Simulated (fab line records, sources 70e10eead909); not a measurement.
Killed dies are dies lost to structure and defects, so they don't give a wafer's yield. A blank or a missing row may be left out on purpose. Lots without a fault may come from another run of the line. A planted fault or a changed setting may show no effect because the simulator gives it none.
Chamber matching | flow nand_harc | NHARC_P_GATE_DESCUM_61 on rie_diel-07: 4 sister chambers
The step chemistry O2, time 3 s. 8 wafers are shown with their chamber, then 7 later ones without.

WAFERS WITH THEIR CHAMBER
wafer  | chamber | rf_vpp_V (V) | throttle_valve_pct (%)
L074.1 | 2       | 57.4         | 11.314
L077.1 | 1       | 56.9         | 11.306
L077.2 | 2       | 57.5         | 11.317
L081.1 | 0       | 57.0         | 11.312
L081.3 | 3       | 56.6         | 11.304
L081.5 | 1       | 57.8         | 11.321
L083.1 | 3       | 57.4         | 11.312
L083.2 | 0       | 56.8         | 11.308

WAFERS WITHOUT THEIR CHAMBER
wafer  | rf_vpp_V (V) | throttle_valve_pct (%)
L083.4 | 58.8         | 11.310
L089.2 | 58.4         | 11.301
L089.4 | 58.5         | 11.322
L089.5 | 58.0         | 11.328
L097.3 | 57.6         | 11.297
L097.4 | 58.1         | 11.311
L097.6 | 57.7         | 11.316

WHICH CHAMBER EACH WENT THROUGH
wafer  | from the rows above               | in truth
L083.4 | can't be placed: 2 or 1 or 3 or 0 | 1
L089.2 | can't be placed: 1 or 2 or 3 or 0 | 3
L089.4 | can't be placed: 2 or 1 or 3 or 0 | 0
L089.5 | can't be placed: 2 or 1 or 0 or 3 | 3
L097.3 | can't be placed: 3 or 0 or 1 or 2 | 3
L097.4 | can't be placed: 2 or 1 or 3 or 0 | 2
L097.6 | can't be placed: 2 or 1 or 3 or 0 | 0
Placed correctly: 0 of 7. Can't be placed from these rows: 7 (the true chamber is among the candidates in 7). Placed wrongly: 0.
How it was worked out, from the rows above alone: a wafer's distance from a chamber is the root of the sum, over the readings, of the square of ((its reading less the chamber's mean) divided by the reading's scatter). The wafer belongs to the nearest chamber; if the next one is less than 2 further off, it can't be placed. A chamber's mean is the mean of its shown wafers. The scatter: the root of (the sum of the squares of (reading less its chamber's mean) over the shown wafers, divided by (wafers less chambers)).
